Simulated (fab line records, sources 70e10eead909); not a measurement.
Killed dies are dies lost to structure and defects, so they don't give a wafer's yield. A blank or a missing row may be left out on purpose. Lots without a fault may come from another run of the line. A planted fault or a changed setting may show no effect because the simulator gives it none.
Chamber matching | flow nand_harc | NHARC_A_BONDPAD_CMP_29 on cmp-03: 4 sister chambers
The step polishes SiCN, target thk 200 nm. 4 wafers are shown with their chamber, then 8 later ones without.

WAFERS WITH THEIR CHAMBER
wafer  | chamber | motor_current_A (A)
L084.1 | 1       | 13.7
L085.1 | 2       | 10.4
L087.6 | 3       | 12.8
L092.2 | 0       | 13.0

WAFERS WITHOUT THEIR CHAMBER
wafer  | motor_current_A (A)
L092.3 | 14.3
L092.4 | 13.1
L091.3 | 12.4
L091.4 | 10.4
L091.6 | 12.9
L089.1 | 13.4
L089.2 | 12.7
L089.4 | 10.1

WHICH CHAMBER EACH WENT THROUGH
wafer  | from the rows above          | in truth
L092.3 | 1                            | 1
L092.4 | can't be placed: 0 or 3 or 1 | 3
L091.3 | can't be placed: 3 or 0      | 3
L091.4 | 2                            | 2
L091.6 | can't be placed: 0 or 3      | 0
L089.1 | can't be placed: 1 or 0 or 3 | 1
L089.2 | can't be placed: 3 or 0      | 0
L089.4 | 2                            | 2
Placed correctly: 3 of 8. Can't be placed from these rows: 5 (the true chamber is among the candidates in 5). Placed wrongly: 0.
How it was worked out, from the rows above alone: a wafer's distance from a chamber is the root of the sum, over the readings, of the square of ((its reading less the chamber's mean) divided by the reading's scatter). The wafer belongs to the nearest chamber; if the next one is less than 2 further off, it can't be placed. A chamber's mean is the mean of its shown wafers. The scatter: with one shown wafer a chamber, the root of the mean of the squares of how far each hidden wafer lies from its nearest shown one.
